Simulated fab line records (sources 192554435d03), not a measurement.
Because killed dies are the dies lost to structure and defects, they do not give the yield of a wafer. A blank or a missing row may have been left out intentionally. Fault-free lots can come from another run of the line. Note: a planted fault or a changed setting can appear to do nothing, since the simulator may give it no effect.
Split-lot trial | flow n5_finfet | 39 wafers read across 7 lots, on a route 1938 steps long

## ON THE SPLIT
At N5_SPACER0_ALD_08 (deposits SiNx, target thk 2 nm), the setting target_thk_a was moved away from the recipe's 20 angstrom on 18 of the 39 wafers read, by -31.5% to +38.1%. For the rest of the wafers, this setting stayed at what the recipe calls for.

## FROM THE SPLIT TO THE READING: what the file shows between them, 3 steps
- N5_SD_EPI_N_COAT_32: time 60 s, resist thk 350 nm
- N5_SD_EPI_N_SD_RECESS_17: chemistry HBr/Cl2/O2, target depth 41 nm, time 23.7 s, bt time 3 s
- N5_SD_EPI_N_STRIP_38: strips in N2/H2

## THE READING
SiNx_of_SPACER0_ALD_08.thk_nm (the simulator's own value, which no gauge read), in nm, at N5_SD_EPI_N_WET_ETCH_43 (etches SiO2 in dHF, time 14 s, target depth 1.5 nm). No usual value for it is given in the file.

wafer  | tool, chamber at the split | target_thk_a as run, angstrom | against the recipe | SiNx_of_SPACER0_ALD_08.thk_nm, nm | against lot-mates on the recipe
L079.1 | ald_sin-04, 3,3,0          | 20                            | recipe             | 1.6                               | -
L079.5 | ald_sin-04, 3,3,0          | 20                            | recipe             | 1.6                               | -
L079.6 | ald_sin-04, 3,3,0          | 20                            | recipe             | 1.6                               | -
L079.2 | ald_sin-04, 1,0,2          | 25.84                         | +29.2%             | 2                                 | +0.4
L079.3 | ald_sin-04, 1,0,2          | 25.84                         | +29.2%             | 2                                 | +0.4
L079.4 | ald_sin-04, 1,0,2          | 25.84                         | +29.2%             | 2.2                               | +0.6
L081.1 | ald_sin-04, 3,0,2          | 20                            | recipe             | 1.6                               | -
L081.2 | ald_sin-04, 3,0,2          | 20                            | recipe             | 1.6                               | -
L081.4 | ald_sin-04, 3,0,2          | 20                            | recipe             | 1.6                               | -
L082.1 | ald_sin-04, 0,2,1          | 14.45                         | -27.8%             | 1                                 | -0.6
L082.2 | ald_sin-04, 0,2,1          | 14.45                         | -27.8%             | 1                                 | -0.6
L082.6 | ald_sin-04, 0,2,1          | 14.45                         | -27.8%             | 1                                 | -0.6
L082.3 | ald_sin-04, 3,1,0          | 20                            | recipe             | 1.6                               | -
L082.4 | ald_sin-04, 3,1,0          | 20                            | recipe             | 1.6                               | -
L082.5 | ald_sin-04, 3,1,0          | 20                            | recipe             | 1.6                               | -
L083.1 | ald_sin-02, 0,1,2          | 13.7                          | -31.5%             | 1                                 | -0.6
L083.4 | ald_sin-02, 0,1,2          | 13.7                          | -31.5%             | 1                                 | -0.6
L083.2 | ald_sin-02, 3,1,0          | 20                            | recipe             | 1.6                               | -
L083.5 | ald_sin-02, 3,1,0          | 20                            | recipe             | 1.6                               | -
L083.6 | ald_sin-02, 3,1,0          | 20                            | recipe             | 1.6                               | -
L083.3 | ald_sin-02, 0,1,2          | 13.7                          | -31.5%             | 0.8                               | -0.8
L085.1 | ald_sin-02, 2,1,3          | 27.61                         | +38.1%             | 2.2                               | +0.6
L085.4 | ald_sin-02, 2,1,3          | 27.61                         | +38.1%             | 2.2                               | +0.6
L085.6 | ald_sin-02, 2,1,3          | 27.61                         | +38.1%             | 2.2                               | +0.6
L085.2 | ald_sin-02, 3,0,2          | 20                            | recipe             | 1.6                               | -
L085.3 | ald_sin-02, 3,0,2          | 20                            | recipe             | 1.6                               | -
L085.5 | ald_sin-02, 3,0,2          | 20                            | recipe             | 1.6                               | -
L091.1 | ald_sin-04, 0,1,2          | 27.16                         | +35.8%             | 2.2                               | +0.6
L091.2 | ald_sin-04, 0,1,2          | 27.16                         | +35.8%             | 2.2                               | +0.6
L091.3 | ald_sin-04, 0,1,2          | 27.16                         | +35.8%             | 2.2                               | +0.6
L091.4 | ald_sin-04, 3,0,3          | 20                            | recipe             | 1.6                               | -
L091.5 | ald_sin-04, 3,0,3          | 20                            | recipe             | 1.6                               | -
L091.6 | ald_sin-04, 3,0,3          | 20                            | recipe             | 1.6                               | -
L095.1 | ald_sin-02, 0,1,0          | 20                            | recipe             | 1.6                               | -
L095.2 | ald_sin-02, 0,1,0          | 20                            | recipe             | 1.6                               | -
L095.6 | ald_sin-02, 0,1,0          | 20                            | recipe             | 1.6                               | -
L095.3 | ald_sin-02, 2,3,1          | 27.06                         | +35.3%             | 2.2                               | +0.6
L095.4 | ald_sin-02, 2,3,1          | 27.06                         | +35.3%             | 2.2                               | +0.6
L095.5 | ald_sin-02, 2,3,1          | 27.06                         | +35.3%             | 2.2                               | +0.6
Where a row lists several chambers, the file gives one row for several wafers and doesn't say which wafer went through which chamber.

THE FIT
A straight line over all 39 wafers: SiNx_of_SPACER0_ALD_08.thk_nm changes by +0.0181 nm for each +1% of target_thk_a; r = +0.99; the points scatter about the line by 0.055 nm.
The same after taking each lot's own level away (the mean of its wafers on the recipe; 39 wafers): +0.0181 nm for each +1%; r = +0.99; scatter 0.055 nm.
Per that fit: largest target_thk_a move, reading shift of 0.69 nm.
The lots' own levels span 1.60 to 1.60 nm.
The two slopes are in agreement: the lot-to-lot level therefore moves the slope only a little.
Check: with one of the wafers moved furthest among these (+38.1%) left out of the fit, the line predicts +0.661 nm for it against its lot-mates. It came out at +0.6 nm against them.

## THESE WAFERS: OTHER SPLITS
Note: prior to the reading, these wafers also went through further splits. Each is held against what the fit with the lots' levels taken away leaves over:
other split on the same wafers        | wafers away from the commonest value | r with SiNx_of_SPACER0_ALD_08.thk_nm (lot level and that fit taken away)
N5_FIN_SAQP_DEVELOP_15 develop_time_s | 15                                   | -0.02

## THE WHOLE CHAIN: every reading that the file lists as answering this split, in the file's order
step                    | what it does                                       | reading                                                                        | change (the file's fit)                | r (the file's)
N5_SPACER0_ALD_08       | deposits SiNx, target thk 2 nm                     | SiNx_of_SPACER0_ALD_08.thk_nm (the simulator's own value, which no gauge read) | +0.0213 nm for each +1% of the setting | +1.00
N5_SD_EPI_N_WET_ETCH_43 | etches SiO2 in dHF, time 14 s, target depth 1.5 nm | SiNx_of_SPACER0_ALD_08.thk_nm (the simulator's own value, which no gauge read) | +0.0177 nm for each +1% of the setting | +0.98

## FILE'S OWN FIT
SiNx_of_SPACER0_ALD_08.thk_nm changes by +0.0177 nm for each +1% of target_thk_a, r = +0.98.
